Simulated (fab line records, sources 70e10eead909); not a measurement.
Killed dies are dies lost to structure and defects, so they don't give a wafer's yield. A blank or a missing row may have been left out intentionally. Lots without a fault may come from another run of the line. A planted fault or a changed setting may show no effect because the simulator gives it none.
A lot that was struck, set against a sound lot    flow nand harc    15 steps out of a route of 1302
Sound: the wafers L466.1, L466.2, L466.6. Struck: wafer L464.5 (L464.2, L464.3, from the same lot, were not struck and are left out); the cause is given at the end.
Per side, at each step with rows, come the tool, then ch with its chambers, and then its first start. Under that, the readings that differ: sound wafers    struck wafers    difference of the means    sigmas: that difference in standard deviations of wafers without a fault.
alike: same words and numbers on both sides, and readings whose means sit less than 2 such deviations apart. not compared: any withheld reading, any reading some wafer has no value for, any bound like >300 that may hide the same value, and any number with overlapping values for which the record gives no deviation.
A row with sigmas, a row that says differs or no value, or rows on one side alone: a step with any of these is where the two part. Numbers that have no deviation but don't overlap get no sigmas and don't part them. Lack of a reading on every wafer of one side parts them only where that side has two or more wafers.

NHARC_A_ONON_D2_THK_MEAS_14: measures by ellipsometry.
  sound: film metro-02 at day 20 22:10; struck: film metro-01 at day 20 09:08
  alike: thk nm
then, 2 steps without rows for these wafers: NHARC_A_ONON_D2_ANNEAL_15 (time 3600 s); NHARC_A_ONON_D2_DEP_16 (target thk 1000 nm).
NHARC_A_ONON_D2_THK_MEAS_18: measures by ellipsometry.
  sound: film metro-02 at day 21 08:14; struck: film metro-02 at day 20 19:29
  alike: thk nm
after that, 1 step with no rows for these wafers: NHARC_A_ONON_D2_DEP_19 (target thk 1000 nm).
NHARC_A_ONON_D2_THK_MEAS_21: measures by ellipsometry.
  sound: film metro-02 at day 21 08:48; struck: film metro-02 at day 20 20:12
  alike: thk nm
after that, 1 step with no rows for these wafers: NHARC_A_ONON_D2_DEP_22 (target thk 1000 nm).
NHARC_A_ONON_D2_THK_MEAS_24: measures by ellipsometry.
  sound: film metro-02 at day 21 09:22; struck: film metro-02 at day 20 20:46
  alike: thk nm
after that, 1 step with no rows for these wafers: NHARC_A_ONON_D2_DEP_25 (target thk 1000 nm).
NHARC_A_ONON_D2_THK_MEAS_27: measures by ellipsometry.
  sound: film metro-01 at day 21 09:56; struck: film metro-02 at day 20 21:21
  alike: thk nm
after that, 1 step with no rows for these wafers: NHARC_A_ONON_D2_DEP_28 (target thk 1000 nm).
NHARC_A_ONON_D2_THK_MEAS_30: measures by ellipsometry.
  sound: film metro-01 at day 21 10:30; struck: film metro-01 at day 20 21:55
reading      sound        struck  difference  sigmas
thk nm (nm)  987 988 986  1008    +21         +2
NHARC_A_ONON_D2_DEP_33: deposits SiO2, target thk 200 nm.
  sound on pecvd-01 ch 1,2, day 21 10:43; struck on pecvd-02 ch 2, day 20 22:01
reading                    sound              struck  difference  sigmas
mfc precursor sccm (sccm)  161.9 162.1 162.7  134.9   -27.3       -59
  alike: heater power w, susceptor temp C, throttle valve pct
NHARC_A_ONON_D2_THK_MEAS_34: measures by ellipsometry.
  sound: film metro-01 at day 21 11:06; struck: film metro-01 at day 20 22:23
reading      sound        struck  difference  sigmas
thk nm (nm)  195 200 202  172     -27         -9
-- break in the record here, with 12 days between the starts of the struck wafers on either side (left off in module A_ONON_D2, picked up again in module END, where the first step shown is number 1302 on the route) --
NHARC_END_SORT_01:
  sound on prober-02 ch 0, day 33 03:42; struck on prober-01 ch 0, day 33 00:07
  alike: killed at array, killed at other, killed at periphery, killed dies, killed open, killed short

## WHERE THEY PART
First at NHARC_A_ONON_D2_THK_MEAS_30; last, within this record, at NHARC_A_ONON_D2_THK_MEAS_34. Later steps at which nothing parts them and some readings are alike: NHARC_END_SORT_01.

WHY: what had been put in by the simulator
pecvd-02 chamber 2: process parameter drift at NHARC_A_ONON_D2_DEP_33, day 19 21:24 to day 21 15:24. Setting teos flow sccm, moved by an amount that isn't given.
